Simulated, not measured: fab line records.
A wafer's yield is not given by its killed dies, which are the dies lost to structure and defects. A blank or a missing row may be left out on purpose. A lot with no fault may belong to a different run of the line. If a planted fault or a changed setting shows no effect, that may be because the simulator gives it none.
fab line records	flow n5_finfet
record lots=7	wafers=21
route steps=1938 shown GATE_CUT@484 MOL_CONTACT_COAG@538 BEOL_M0_SAQP@634
start_h: hours from the record's opening day to when the first of the lot's shown wafers began	wait_h: how many hours have passed since the lot's step before this one	" identical to the entry in the row above	L1.1+2: one row covering several wafers at once	- no value, or no start was given	* or withheld: withheld	< > ~ a bound
route shown NAME@n: names a module that has steps shown in the file, with the first one's number in the route	usual: average and standard deviation across the fault-free wafers	same: alike in all rows	chamber/n: place in a boat	sites: each site's reading	_std_site: standard deviation across them	_edge_site: outer sites' mean less inner sites'	radius_mm: how far each site lies from the wafer's centre	mask NAME#n: copy n	behind: tool/chamber where the wafer was last shaped	hold: what put the lot on hold/how long, in hours/how the hold closed	device: which transistor (n, p or np) failed to switch	end of line: tests run on the same wafers once the route is complete	a step with no rows: only its recipe	killed: not the wafer's yield, but the dies lost to structure and defects at the first sort	map: dies across one wafer; x = killed, . = not, _ = none there
set.NAME: the setting as run; set.NAME@STEP: as run at that earlier step	model.NAME: the simulator's own value behind a step, which no gauge read
one table per step and one row per wafer, for lots whose settings were changed on purpose
## steps
# step N5_GATE_CUT_EXPOSE_10
# recipe mask_id=GATE_CUT	na=0.33	source_shape=annular	sigma_inner=0.35	sigma_outer=0.8	polarization=unpolarized	target_cd_nm=20	dose_mj=43.25
lot.wafer	tool	chamber	start_h	wait_h	mask	set.dose_mj
L075.1+3	euv_scanner-01	0	90.50	-	GATE_CUT#0	40.12
L075.4	"	0	"	"	GATE_CUT#0	43.25
L077.1+2	euv_scanner-02	0	103.29	-	GATE_CUT#0	43.25
L077.6	"	0	"	"	GATE_CUT#0	41.42
L083.3+4	euv_scanner-01	0	139.40	-	GATE_CUT#0	43.25
L083.6	"	0	"	"	GATE_CUT#0	46.19
L090.1+4	euv_scanner-01	0	180.82	-	GATE_CUT#0	43.25
L090.5	"	0	"	"	GATE_CUT#0	46.38
L091.1+4+5	euv_scanner-01	0	189.82	-	GATE_CUT#0	43.25
L094.3+5+6	euv_scanner-01	0	204.04	-	GATE_CUT#0	43.25
L095.2	euv_scanner-01	0	211.48	-	GATE_CUT#0	44.12
L095.4+6	"	0	"	"	GATE_CUT#0	43.25
# step N5_GATE_CUT_PEB_11
# recipe peb_temp_c=100	peb_time_s=60	resist=CAR-EUV
# step N5_GATE_CUT_DEVELOP_12
# recipe develop_time_s=30	developer=TMAH	resist=CAR-EUV	rinse_liquid=surfactant_rinse	dry=air_spin	dev_temp_c=23
# step N5_GATE_CUT_CD_MEAS_13
# recipe target_cd_nm=20	landing_energy_ev=500	detector=se_inlens
# usual cd_nm=20.12/0.25
lot.wafer	tool	chamber	start_h	wait_h	set.dose_mj@GATE_CUT_EXPOSE_10	cd_nm
L075.1	cd_sem-03	0	90.63	-	40.12	18.00
L075.3	"	0	"	"	40.12	18.26
L075.4	"	0	"	"	43.25	20.53
L077.1	cd_sem-02	0	103.43	-	43.25	20.30
L077.2	"	0	"	"	43.25	20.18
L077.6	"	0	"	"	41.42	18.84
L083.3	cd_sem-02	0	139.53	-	43.25	19.68
L083.4	"	0	"	"	43.25	20.18
L083.6	"	0	"	"	46.19	21.43
L090.1	cd_sem-03	0	180.96	-	43.25	20.25
L090.4	"	0	"	"	43.25	20.19
L090.5	"	0	"	"	46.38	21.97
L091.1	cd_sem-02	0	189.95	-	43.25	20.07
L091.4	"	0	"	"	43.25	20.17
L091.5	"	0	"	"	43.25	20.30
L094.3	cd_sem-03	0	204.16	-	43.25	20.18
L094.5	"	0	"	"	43.25	20.01
L094.6	"	0	"	"	43.25	19.86
L095.2	cd_sem-02	0	211.61	-	44.12	20.58
L095.4	"	0	"	"	43.25	19.85
L095.6	"	0	"	"	43.25	19.98
# step N5_GATE_CUT_DESCUM_18
# recipe chemistry=O2	time_s=7	source_power_w=50	bias_power_w=20	pressure_mtorr=20	rf_frequency_hz=2.712e+07	temp_c=40	resist=CAR-EUV	o2_flow_sccm=225
lot.wafer	tool	chamber	start_h	wait_h	set.dose_mj@GATE_CUT_EXPOSE_10	model.GATE_CUT.cd_nm
L075.1	rie_diel-02	1	90.96	0.2	40.12	18.2
L075.3	"	0	"	"	40.12	18.4
L075.4	"	2	"	"	43.25	20.2
L077.1	rie_diel-05	0	103.55	0.0	43.25	20
L077.2	"	3	"	"	43.25	20.2
L077.6	"	0	"	"	41.42	18.8
L083.3+4	rie_diel-06	0	139.65	0.0	43.25	19.8
L083.6	"	1	"	"	46.19	21
L090.1	rie_diel-06	3	181.68	0.6	43.25	20.2
L090.4	"	2	"	"	43.25	20.4
L090.5	"	1	"	"	46.38	21.6
L091.1+4+5	rie_diel-06	0,1,0	190.19	0.2	43.25	20
L094.3+5+6	rie_diel-02	3,1,3	204.28	0.0	43.25	20.2
L095.2	rie_diel-05	3	211.82	0.1	44.12	20.4
L095.4+6	"	1,3	"	"	43.25	19.8
# step N5_GATE_CUT_ETCH_28
# recipe chemistry=N2/H2	target=underlayer	target_depth_a=130	mask_material=CAR-EUV	time_s=10.4	ion_energy_ev=200	pressure_mtorr=30	source_w=840	bias_w=150	n2_flow_sccm=200	h2_flow_sccm=200	ends=cleared
lot.wafer	tool	chamber	start_h	wait_h	set.spin_rpm@GATE_CUT_COAT_27	model.etch.depth_nm
L075.1	rie_diel-02	1	90.99	0.0	1500	9.994
L075.3	"	0	"	"	1500	10.03
L075.4	"	2	"	"	1500	9.998
L077.1	rie_diel-05	0	103.58	0.0	1500	9.992
L077.2	"	3	"	"	1407	10.34
L077.6	"	0	"	"	1500	9.989
L083.3	rie_diel-06	0	139.68	0.0	1421	10.32
L083.4	"	0	"	"	1421	10.3
L083.6	"	1	"	"	1500	10.03
L090.1	rie_diel-06	3	181.71	0.0	1371	10.4
L090.4	"	2	"	"	1500	9.99
L090.5	"	1	"	"	1371	10.48
L091.1	rie_diel-06	0	190.22	0.0	1500	9.972
L091.4	"	1	"	"	1500	9.986
L091.5	"	0	"	"	1500	9.967
L094.3	rie_diel-02	3	204.31	0.0	1500	9.969
L094.5	"	1	"	"	1500	10.02
L094.6	"	3	"	"	1500	9.951
L095.2+6	rie_diel-05	3	211.85	0.0	1500	9.932
L095.4	"	1	"	"	1500	9.971
# step N5_GATE_CUT_ETCH_36
# recipe chemistry=CF4	target=SiARC	target_depth_a=130	mask_material=CAR-EUV	time_s=21.7	ion_energy_ev=80	pressure_mtorr=40	source_w=545	bias_w=36	Ar_flow_sccm=100	cf4_flow_sccm=100	ends=cleared
lot.wafer	tool	chamber	start_h	wait_h	set.dose_mj@GATE_CUT_EXPOSE_10	model.GATE_CUT.cd_nm
L075.1	rie_diel-02	1	91.01	0.0	40.12	18.4
L075.3	"	0	"	"	40.12	18.6
L075.4	"	2	"	"	43.25	20.4
L077.1	rie_diel-05	0	103.60	0.0	43.25	20.2
L077.2	"	3	"	"	43.25	20
L077.6	"	0	"	"	41.42	19
L083.3+4	rie_diel-06	0	139.70	0.0	43.25	19.8
L083.6	"	1	"	"	46.19	21.2
L090.1	rie_diel-06	3	181.73	0.0	43.25	20.2
L090.4	"	2	"	"	43.25	20.6
L090.5	"	1	"	"	46.38	21.8
L091.1+4	rie_diel-06	0,1	190.24	0.0	43.25	20.2
L091.5	"	0	"	"	43.25	20
L094.3+5+6	rie_diel-02	3,1,3	204.33	0.0	43.25	20.2
L095.2	rie_diel-05	3	211.87	0.0	44.12	20.2
L095.4+6	"	1,3	"	"	43.25	19.8
# step N5_GATE_CUT_ETCH_37
# recipe chemistry=N2/H2	target=SOC	target_depth_a=600	overetch_a=120	mask_material=SiARC	temp_c=40	time_s=90	ion_energy_ev=200	pressure_mtorr=30	source_w=840	bias_w=150	n2_flow_sccm=200	h2_flow_sccm=200
# step N5_GATE_CUT_STRIP_38
# recipe chemistry=N2/H2	temp_c=40	n2_flow_sccm=200	h2_flow_sccm=200	rf_frequency_hz=6e+07
# step N5_GATE_CUT_STRIP_39
# recipe chemistry=N2/H2	temp_c=40	n2_flow_sccm=200	h2_flow_sccm=200	rf_frequency_hz=6e+07
# step N5_GATE_CUT_HM_OPEN_40
# recipe chemistry=C4F6/O2	target=SiO2	mask_material=SiARC	target_depth_a=1390	time_s=85.1	ion_energy_ev=250	pressure_mtorr=30	source_w=345	bias_w=185	Ar_flow_sccm=300	C4F6_flow_sccm=10	O2_flow_sccm=10	ends=cleared
lot.wafer	tool	chamber	start_h	wait_h	set.dose_mj@GATE_CUT_EXPOSE_10	model.GATE_CUT.cd_nm
L075.1	rie_diel-02	1	91.12	0.0	40.12	18.2
L075.3	"	0	"	"	40.12	18.6
L075.4	"	2	"	"	43.25	20.4
L077.1	rie_diel-05	0	103.71	0.0	43.25	20.4
L077.2	"	3	"	"	43.25	20
L077.6	"	0	"	"	41.42	19
L083.3+4	rie_diel-06	0	139.81	0.0	43.25	19.8
L083.6	"	1	"	"	46.19	21.2
L090.1	rie_diel-06	3	181.84	0.0	43.25	20.4
L090.4	"	2	"	"	43.25	20.6
L090.5	"	1	"	"	46.38	22
L091.1	rie_diel-06	0	190.35	0.0	43.25	20.4
L091.4+5	"	1,0	"	"	43.25	20.2
L094.3+6	rie_diel-02	3	204.44	0.0	43.25	20.4
L094.5	"	1	"	"	43.25	20
L095.2	rie_diel-05	3	211.98	0.0	44.12	20.4
L095.4+6	"	1,3	"	"	43.25	19.8
# step N5_GATE_CUT_STRIP_41
# recipe chemistry=CF4	resist=SiARC	power_w=300	bias_power_w=75	pressure_mtorr=50	cf4_flow_sccm=150	rf_frequency_hz=6e+07
# step N5_GATE_CUT_STRIP_42
# recipe chemistry=O2	power_w=400	temp_c=40	pressure_mtorr=30	rf_frequency_hz=6e+07	bias_power_w=0	overash_fraction=0.3	o2_flow_sccm=225
# step N5_GATE_CUT_CUT_ETCH_54
# recipe chemistry=Cl2/BCl3	target=TiN	mask_material=SiO2	target_depth_a=967	pressure_mtorr=10	icp_w=1000	bias_w=126	Cl2_flow_sccm=53.25	bcl3_flow_sccm=21.75	Ar_flow_sccm=25	ends=cleared
# step N5_GATE_CUT_CUT_ETCH_55
# recipe chemistry=BCl3	target=HfO2	mask_material=SiO2	target_depth_a=32	ion_energy_ev=30	pressure_mtorr=5	icp_w=450	bias_w=18	bcl3_flow_sccm=80
# step N5_GATE_CUT_ETCH_47
# recipe chemistry=Cl2/BCl3	target=SiO2	target_depth_a=100	pressure_mtorr=10	icp_w=1000	bias_w=126	Cl2_flow_sccm=53.25	bcl3_flow_sccm=21.75	Ar_flow_sccm=25
lot.wafer	tool	chamber	start_h	wait_h	set.dose_mj@GATE_CUT_EXPOSE_10	model.GATE_CUT.cd_nm
L075.1+3	rie_metal-02	0,1	91.50	0.0	40.12	18.6
L075.4	"	0	"	"	43.25	20.8
L077.1	rie_metal-01	1	104.09	0.0	43.25	20.6
L077.2	"	0	"	"	43.25	19.6
L077.6	"	1	"	"	41.42	18.6
L083.3	rie_metal-01	0	140.20	0.0	43.25	19.6
L083.4	"	1	"	"	43.25	19.8
L083.6	"	0	"	"	46.19	20.8
L090.1	rie_metal-01	1	182.23	0.0	43.25	19.8
L090.4	"	1	"	"	43.25	20.2
L090.5	"	1	"	"	46.38	21.8
L091.1+4	rie_metal-02	1	190.73	0.0	43.25	20
L091.5	"	1	"	"	43.25	19.8
L094.3+6	rie_metal-03	1	204.83	0.0	43.25	20.4
L094.5	"	0	"	"	43.25	20.2
L095.2	rie_metal-01	0	212.52	0.1	44.12	20.6
L095.4+6	"	0	"	"	43.25	19.8
# step N5_MOL_CONTACT_COAG_ETCH_110
# recipe chemistry=CF4/O2	target=Si	target_depth_a=25	time_s=8	pressure_mtorr=100	source_w=200	bias_w=12	ion_energy_ev=60	Ar_flow_sccm=100	cf4_flow_sccm=100	O2_flow_sccm=10
# usual rf_vpp_V=128.0/1.8
lot.wafer	tool	chamber	start_h	wait_h	set.source_w	rf_vpp_V	model.etch.depth_nm
L075.1	rie_diel-04	2	95.22	0.0	173.6	139.0	2.221
L075.3	"	0	"	"	200	130.1	2.458
L075.4	"	2	"	"	200	125.6	2.512
L077.1	rie_diel-01	3	108.05	0.0	233.5	116.5	2.932
L077.2	"	2	"	"	233.5	118.8	2.865
L077.6	"	2	"	"	200	129.7	2.532
L083.3	rie_diel-03	0	143.89	0.0	200	126.7	2.5
L083.4	"	1	"	"	200	128.7	2.538
L083.6	"	1	"	"	219.2	121.5	2.749
L090.1	rie_diel-04	2	185.88	0.0	200	124.9	2.527
L090.4	"	1	"	"	200	127.3	2.504
L090.5	"	2	"	"	200	126.0	2.536
L091.1	rie_diel-04	2	195.07	0.0	200	125.7	2.493
L091.4	"	2	"	"	200	125.1	2.505
L091.5	"	0	"	"	200	131.2	2.457
L094.3	rie_diel-04	2	208.50	0.0	200	126.1	2.496
L094.5	"	2	"	"	200	126.9	2.497
L094.6	"	1	"	"	200	127.5	2.474
L095.2	rie_diel-03	1	216.37	0.0	200	130.3	2.549
L095.4	"	2	"	"	200	126.6	2.45
L095.6	"	3	"	"	200	128.7	2.497
# step N5_MOL_CONTACT_COAG_COAT_34
# recipe resist=CAR-EUV	spin_rpm=1500	resist_thk_nm=40
lot.wafer	tool	chamber	start_h	wait_h	set.spin_rpm	model.CAR-EUV_of_MOL_CONTACT_COAG_COAT_34.thk_nm
L075.1	litho_track-01	0	-	-	1500	40
L075.3+4	"	0	"	"	1416	41.2
L077.1	litho_track-05	0	-	-	1400	41.4
L077.2	"	0	"	"	1500	40
L077.6	"	0	"	"	1500	40.2
L083.3	litho_track-01	0	-	-	1370	42
L083.4	"	0	"	"	1500	40
L083.6	"	0	"	"	1500	40.2
L090.1+4	litho_track-01	0	-	-	1500	40
L090.5	"	0	"	"	1557	39.4
L091.1+4	litho_track-05	0	-	-	1500	40
L091.5	"	0	"	"	1342	42.4
L094.3+5+6	litho_track-01	0	-	-	1500	40
L095.2+4	litho_track-03	0	-	-	1500	40
L095.6	"	0	"	"	1379	41.8
# step N5_MOL_CONTACT_COAG_EXPOSE_37
# recipe mask_id=VD	na=0.33	source_shape=annular	sigma_inner=0.3	sigma_outer=0.7	polarization=unpolarized	defocus_nm=0	dose_mj=62
lot.wafer	tool	chamber	start_h	wait_h	mask	set.dose_mj
L075.1+4	euv_scanner-01	0	107.65	-	VD#0	62
L075.3	"	0	"	"	VD#0	64.55
L077.1	euv_scanner-02	0	119.16	-	VD#0	63.29
L077.2+6	"	0	"	"	VD#0	62
L083.3+4	euv_scanner-01	0	156.03	-	VD#0	60.41
L083.6	"	0	"	"	VD#0	62
L090.1+5	euv_scanner-02	0	197.62	-	VD#0	59.54
L090.4	"	0	"	"	VD#0	62
L091.1	euv_scanner-02	0	204.97	-	VD#0	64.63
L091.4+5	"	0	"	"	VD#0	62
L094.3+5+6	euv_scanner-01	0	217.36	-	VD#0	62
L095.2+4	euv_scanner-02	0	228.00	-	VD#0	62
L095.6	"	0	"	"	VD#0	65.5
# step N5_MOL_CONTACT_COAG_PEB_38
# recipe peb_temp_c=100	peb_time_s=60	resist=CAR-EUV
# step N5_MOL_CONTACT_COAG_DEVELOP_39
# recipe develop_time_s=30	developer=TMAH	resist=CAR-EUV	rinse_liquid=surfactant_rinse	dry=air_spin	dev_temp_c=23
# step N5_MOL_CONTACT_COAG_CD_MEAS_40
# recipe target_cd_nm=25.1	landing_energy_ev=500	detector=se_inlens	polarity=opening
# usual cd_nm=25.10/0.22
lot.wafer	tool	chamber	start_h	wait_h	set.dose_mj@MOL_CONTACT_COAG_EXPOSE_37	cd_nm
L075.1	cd_sem-02	0	107.80	-	62	24.98
L075.3	"	0	"	"	64.55	25.85
L075.4	"	0	"	"	62	24.97
L077.1	cd_sem-02	0	119.30	-	63.29	25.37
L077.2	"	0	"	"	62	25.21
L077.6	"	0	"	"	62	25.03
L083.3	cd_sem-03	0	156.16	-	60.41	24.31
L083.4	"	0	"	"	60.41	24.72
L083.6	"	0	"	"	62	24.86
L090.1	cd_sem-03	0	197.77	-	59.54	24.30
L090.4	"	0	"	"	62	25.47
L090.5	"	0	"	"	59.54	24.24
L091.1	cd_sem-02	0	205.11	-	64.63	25.55
L091.4	"	0	"	"	62	24.86
L091.5	"	0	"	"	62	25.03
L094.3	cd_sem-03	0	217.49	-	62	25.15
L094.5	"	0	"	"	62	25.22
L094.6	"	0	"	"	62	25.28
L095.2	cd_sem-02	0	228.13	-	62	25.01
L095.4	"	0	"	"	62	25.08
L095.6	"	0	"	"	65.5	26.19
# step N5_MOL_CONTACT_COAG_DESCUM_45
# recipe chemistry=O2	time_s=7	source_power_w=50	bias_power_w=20	pressure_mtorr=20	rf_frequency_hz=2.712e+07	temp_c=40	resist=CAR-EUV	o2_flow_sccm=225
lot.wafer	tool	chamber	start_h	wait_h	set.spin_rpm@MOL_CONTACT_COAG_COAT_34	model.CAR-EUV_of_MOL_CONTACT_COAG_COAT_34.thk_nm
L075.1	rie_diel-04	3	107.92	0.0	1500	36
L075.3+4	"	0,2	"	"	1416	37.2
L077.1	rie_diel-01	2	119.46	0.1	1400	37.6
L077.2	"	1	"	"	1500	36.2
L077.6	"	2	"	"	1500	36.4
L083.3	rie_diel-03	0	156.28	0.0	1370	38
L083.4+6	"	0,3	"	"	1500	36.2
L090.1	rie_diel-04	2	197.89	0.0	1500	36
L090.4	"	1	"	"	1500	36.2
L090.5	"	2	"	"	1557	35.4
L091.1+4	rie_diel-03	1,0	205.24	0.0	1500	36
L091.5	"	2	"	"	1342	38.4
L094.3+5	rie_diel-04	1,0	217.61	0.0	1500	36.2
L094.6	"	3	"	"	1500	36
L095.2	rie_diel-03	0	228.26	0.0	1500	36
L095.4	"	2	"	"	1500	36.2
L095.6	"	0	"	"	1379	37.8
# step N5_MOL_CONTACT_COAG_ETCH_65
# recipe chemistry=N2/H2	target=underlayer	target_depth_a=130	mask_material=CAR-EUV	time_s=10.4	ion_energy_ev=200	pressure_mtorr=30	source_w=840	bias_w=150	n2_flow_sccm=200	h2_flow_sccm=200	ends=cleared
# step N5_MOL_CONTACT_COAG_ETCH_66
# recipe chemistry=CF4	target=SiARC	target_depth_a=130	mask_material=CAR-EUV	time_s=21.7	ion_energy_ev=80	pressure_mtorr=40	source_w=545	bias_w=36	Ar_flow_sccm=100	cf4_flow_sccm=100	ends=cleared
# step N5_MOL_CONTACT_COAG_PRECLEAN_138
# recipe chemistry=alkaline_clean	temp_c=60	time_s=60	do_ppb=50
# step N5_MOL_CONTACT_COAG_SRD_139
# recipe dry=ipa_marangoni	time_s=30	temp_c=23	rinse_liquid=diw
# step N5_MOL_CONTACT_COAG_CD_MEAS_101
# recipe target_cd_nm=16
# usual cd_nm=16.00/0.26
lot.wafer	tool	chamber	start_h	wait_h	set.dose_mj@MOL_CONTACT_COAG_EXPOSE_37	cd_nm
L075.1	cd_sem-02	-	108.75	0.0	62	16.20
L075.3	"	-	"	"	64.55	16.66
L075.4	"	-	"	"	62	16.09
L077.1	cd_sem-02	-	120.28	0.0	63.29	16.10
L077.2	"	-	"	"	62	16.11
L077.6	"	-	"	"	62	16.01
L083.3	cd_sem-02	-	158.18	0.0	60.41	15.75
L083.4	"	-	"	"	60.41	15.60
L083.6	"	-	"	"	62	15.98
L090.1	cd_sem-03	-	198.71	0.0	59.54	15.38
L090.4	"	-	"	"	62	16.05
L090.5	"	-	"	"	59.54	14.84
L091.1	cd_sem-01	-	206.09	0.0	64.63	16.37
L091.4	"	-	"	"	62	16.08
L091.5	"	-	"	"	62	15.81
L094.3	cd_sem-03	-	218.48	0.0	62	16.12
L094.5	"	-	"	"	62	15.80
L094.6	"	-	"	"	62	16.11
L095.2	cd_sem-01	-	229.09	0.0	62	15.88
L095.4	"	-	"	"	62	15.73
L095.6	"	-	"	"	65.5	17.17
# step N5_BEOL_M0_SAQP_HM_DEP_02
# recipe material=TiN	target_thk_a=120	temp_c=25	chamber_pressure_pa=0.49996
lot.wafer	tool	chamber	start_h	wait_h	set.target_thk_a	model.TiN_of_BEOL_M0_SAQP_HM_DEP_02.thk_nm
L075.1+4	pvd_sputter-02	-	114.18	1.3	120	11.8
L075.3	"	-	"	"	110.5	10.8
L077.1+6	pvd_sputter-02	-	124.98	0.4	120	12
L077.2	"	-	"	"	106.9	10.8
L083.3+6	pvd_sputter-03	-	162.39	0.0	120	12
L083.4	"	-	"	"	105.2	10.6
L090.1+4	pvd_sputter-03	-	205.28	1.9	135.5	13.6
L090.5	"	-	"	"	120	12.2
L091.1+4	pvd_sputter-01	-	210.72	0.5	120	12
L091.5	"	-	"	"	110.5	11.2
L094.3+5+6	pvd_sputter-01	-	225.66	2.1	120	12.2
L095.2	pvd_sputter-02	-	233.83	0.3	120	11.8
L095.4+6	"	-	"	"	110.2	11
## key
split step=N5_GATE_CUT_EXPOSE_10	setting=dose_mj	stated=43.25	by=wafer
response step=N5_GATE_CUT_CD_MEAS_13	reading=cd_nm	change=+0.275	per=1%	r=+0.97
response step=N5_GATE_CUT_DESCUM_18	reading=model.GATE_CUT.cd_nm	change=+0.22	per=1%	r=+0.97
response step=N5_GATE_CUT_ETCH_36	reading=model.GATE_CUT.cd_nm	change=+0.225	per=1%	r=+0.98
response step=N5_GATE_CUT_HM_OPEN_40	reading=model.GATE_CUT.cd_nm	change=+0.238	per=1%	r=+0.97
response step=N5_GATE_CUT_ETCH_47	reading=model.GATE_CUT.cd_nm	change=+0.257	per=1%	r=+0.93
split step=N5_MOL_CONTACT_COAG_ETCH_110	setting=source_w	stated=200	by=wafer
response step=N5_MOL_CONTACT_COAG_ETCH_110	reading=rf_vpp_V	change=-0.747	per=1%	r=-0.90
response step=N5_MOL_CONTACT_COAG_ETCH_110	reading=model.etch.depth_nm	change=+0.0216	per=1%	r=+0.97
split step=N5_MOL_CONTACT_COAG_COAT_34	setting=spin_rpm	stated=1500	by=wafer
response step=N5_MOL_CONTACT_COAG_COAT_34	reading=model.CAR-EUV_of_MOL_CONTACT_COAG_COAT_34.thk_nm	change=-0.217	per=1%	r=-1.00
response step=N5_MOL_CONTACT_COAG_DESCUM_45	reading=model.CAR-EUV_of_MOL_CONTACT_COAG_COAT_34.thk_nm	change=-0.213	per=1%	r=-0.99
split step=N5_MOL_CONTACT_COAG_EXPOSE_37	setting=dose_mj	stated=62	by=wafer
response step=N5_MOL_CONTACT_COAG_CD_MEAS_40	reading=cd_nm	change=+0.202	per=1%	r=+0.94
response step=N5_MOL_CONTACT_COAG_CD_MEAS_101	reading=cd_nm	change=+0.174	per=1%	r=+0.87
split step=N5_BEOL_M0_SAQP_HM_DEP_02	setting=target_thk_a	stated=120	by=wafer
response step=N5_BEOL_M0_SAQP_HM_DEP_02	reading=model.TiN_of_BEOL_M0_SAQP_HM_DEP_02.thk_nm	change=+0.11	per=1%	r=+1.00
split outside_this_file step=N5_GATE_CUT_COAT_27 setting=spin_rpm
# split outside_this_file: this setting was split too, and the file shows its column; the key of that split is in another file
